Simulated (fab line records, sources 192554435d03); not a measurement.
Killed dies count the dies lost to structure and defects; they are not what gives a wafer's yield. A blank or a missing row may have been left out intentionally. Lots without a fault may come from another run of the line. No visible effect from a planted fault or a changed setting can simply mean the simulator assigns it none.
What tool caused it?	flow n5-finfet	24 lots, 72 wafers sampled, at 3 steps of a route of 1938

== WHAT EACH GAUGE READ, for each wafer ==
N5_BEOL_M3_RS_MEAS_58: the measuring method here is four-point-probe.
lot	measured	on	M3_RS (ohm/sq)
L075	day 8 07:10	film-metro-02	0.73 0.68 0.65
L074	day 8 11:05	film-metro-01	0.67 0.74 0.60
L076	day 8 18:13	film-metro-02	0.71 0.68 0.65
L077	day 8 19:21	film-metro-01	0.72 0.75 0.65
L078	day 8 21:03	film-metro-01	0.66 0.64 0.61
L080	day 9 06:07	film-metro-01	0.69 0.65 0.69
L079	day 9 11:40	film-metro-02	0.65 0.62 0.64
L081	day 9 13:43	film-metro-02	0.68 0.69 0.63
L082	day 9 17:11	film-metro-01	0.68 0.63 0.66
L083	day 9 17:35	film-metro-02	0.65 0.63 0.65
L084	day 10 06:28	film-metro-02	0.67 0.64 0.62
L085	day 10 12:32	film-metro-01	0.72 0.69 0.65
L086	day 10 18:48	film-metro-01	0.66 0.66 0.66
L087	day 11 14:20	film-metro-02	0.67 0.66 0.62
L090	day 11 16:35	film-metro-01	0.67 0.66 0.67
L088	day 11 17:02	film-metro-02	0.67 0.64 0.64
L089	day 11 21:07	film-metro-02	0.64 0.65 0.68
L091	day 12 03:16	film-metro-01	0.69 0.66 0.73
L092	day 12 05:32	film-metro-02	0.65 0.69 0.64
L093	day 12 07:51	film-metro-02	0.64 0.66 0.67
L094	day 13 00:22	film-metro-01	0.66 0.66 0.67
L095	day 13 05:47	film-metro-02	0.69 0.66 0.62
L097	day 13 12:57	film-metro-02	0.67 0.69 0.68
L096	day 13 13:31	film-metro-02	0.63 0.66 0.64

== EACH LOT AND THE TOOL THAT RAN IT (in order: tool; ch and the chambers of the sampled wafers; start) ==
lot	N5_BEOL_M3_SPUTTER_81	N5_BEOL_M3_SPUTTER_90
L075	pvd-sputter-01, day 8 04:48	pvd-sputter-01, day 8 05:28
L074	pvd-sputter-03, day 8 08:43	pvd-sputter-03, day 8 09:22
L076	pvd-sputter-02, day 8 15:44	pvd-sputter-02, day 8 16:23
L077	pvd-sputter-01, day 8 16:56	pvd-sputter-01, day 8 17:35
L078	pvd-sputter-03, day 8 18:41	pvd-sputter-03, day 8 19:20
L080	pvd-sputter-02, day 9 03:43	pvd-sputter-02, day 9 04:22
L079	pvd-sputter-03, day 9 09:18	pvd-sputter-03, day 9 09:58
L081	pvd-sputter-03, day 9 11:18	pvd-sputter-03, day 9 11:58
L082	pvd-sputter-01, day 9 14:44	pvd-sputter-01, day 9 15:24
L083	pvd-sputter-02, day 9 14:57	pvd-sputter-02, day 9 15:37
L084	pvd-sputter-03, day 10 04:04	pvd-sputter-03, day 10 04:43
L085	pvd-sputter-03, day 10 10:10	pvd-sputter-03, day 10 10:49
L086	pvd-sputter-01, day 10 15:47	pvd-sputter-01, day 10 16:32
L087	pvd-sputter-01, day 11 11:49	pvd-sputter-01, day 11 12:29
L090	pvd-sputter-01, day 11 14:13	pvd-sputter-01, day 11 14:52
L088	pvd-sputter-03, day 11 14:40	pvd-sputter-03, day 11 15:20
L089	pvd-sputter-03, day 11 18:44	pvd-sputter-03, day 11 19:23
L091	pvd-sputter-02, day 12 00:46	pvd-sputter-02, day 12 01:26
L092	pvd-sputter-02, day 12 02:53	pvd-sputter-02, day 12 03:33
L093	pvd-sputter-02, day 12 05:29	pvd-sputter-02, day 12 06:08
L094	pvd-sputter-03, day 12 21:59	pvd-sputter-03, day 12 22:39
L095	pvd-sputter-02, day 13 03:24	pvd-sputter-02, day 13 04:04
L097	pvd-sputter-03, day 13 10:35	pvd-sputter-03, day 13 11:14
L096	pvd-sputter-01, day 13 11:07	pvd-sputter-01, day 13 11:46
- N5_BEOL_M3_SPUTTER_81: material Cu, target thk 4.5 nm, time 8.29 s.
- N5_BEOL_M3_SPUTTER_90: material Cu, target thk 4.5 nm, time 8.29 s.

== WHAT THE TOOLS THEMSELVES READ (means of the sampled wafers that have a number; where no wafer has one, the mark that the record gives instead) ==
N5_BEOL_M3_SPUTTER_81.
lot	tool	throttle-valve-pct (%)
L075	pvd-sputter-01	30.5
L074	pvd-sputter-03	30.9
L076	pvd-sputter-02	30.1
L077	pvd-sputter-01	30.2
L078	pvd-sputter-03	30.6
L080	pvd-sputter-02	29.7
L079	pvd-sputter-03	30.1
L081	pvd-sputter-03	30.0
L082	pvd-sputter-01	30.3
L083	pvd-sputter-02	29.2
L084	pvd-sputter-03	30.5
L085	pvd-sputter-03	29.9
L086	pvd-sputter-01	30.5
L087	pvd-sputter-01	30.8
L090	pvd-sputter-01	29.8
L088	pvd-sputter-03	30.6
L089	pvd-sputter-03	31.4
L091	pvd-sputter-02	30.2
L092	pvd-sputter-02	30.0
L093	pvd-sputter-02	29.8
L094	pvd-sputter-03	30.5
L095	pvd-sputter-02	30.4
L097	pvd-sputter-03	31.4
L096	pvd-sputter-01	30.0

N5_BEOL_M3_SPUTTER_90.
lot	tool	throttle-valve-pct (%)
L075	pvd-sputter-01	30.4
L074	pvd-sputter-03	30.9
L076	pvd-sputter-02	30.2
L077	pvd-sputter-01	30.4
L078	pvd-sputter-03	30.4
L080	pvd-sputter-02	29.6
L079	pvd-sputter-03	30.0
L081	pvd-sputter-03	30.0
L082	pvd-sputter-01	30.3
L083	pvd-sputter-02	29.1
L084	pvd-sputter-03	30.5
L085	pvd-sputter-03	29.8
L086	pvd-sputter-01	30.3
L087	pvd-sputter-01	30.7
L090	pvd-sputter-01	29.9
L088	pvd-sputter-03	30.7
L089	pvd-sputter-03	31.3
L091	pvd-sputter-02	30.2
L092	pvd-sputter-02	30.0
L093	pvd-sputter-02	30.0
L094	pvd-sputter-03	30.5
L095	pvd-sputter-02	30.3
L097	pvd-sputter-03	31.4
L096	pvd-sputter-01	30.1

== THE ANSWER, worked out from the rows above alone ==
Rule: the usual values come from the lots themselves. The widest of any qualifying gaps counts: lots, ordered by their means at a reading, are off when they make up no more than a third of the lots, leave a main group of 4 or more, and stand apart from it by 3 or more times the standard deviation of that group's means. Not used: any main group whose means are identical at the precision the tables above print for the reading. Also off: a lot with no number at a reading for which 4 or more lots have one. Any other lot the step has rows for is counted as sound. The gauges are gone through in route order, then the tools' own readings, and for those a lot's mean is taken as printed above. At the first step where some lot is off, the reading lying furthest off is the one used; lots without a number count as furthest.
None of the lots is off at any reading shown; this tells nothing.

== WHAT THE SIMULATOR HAD PUT IN ==
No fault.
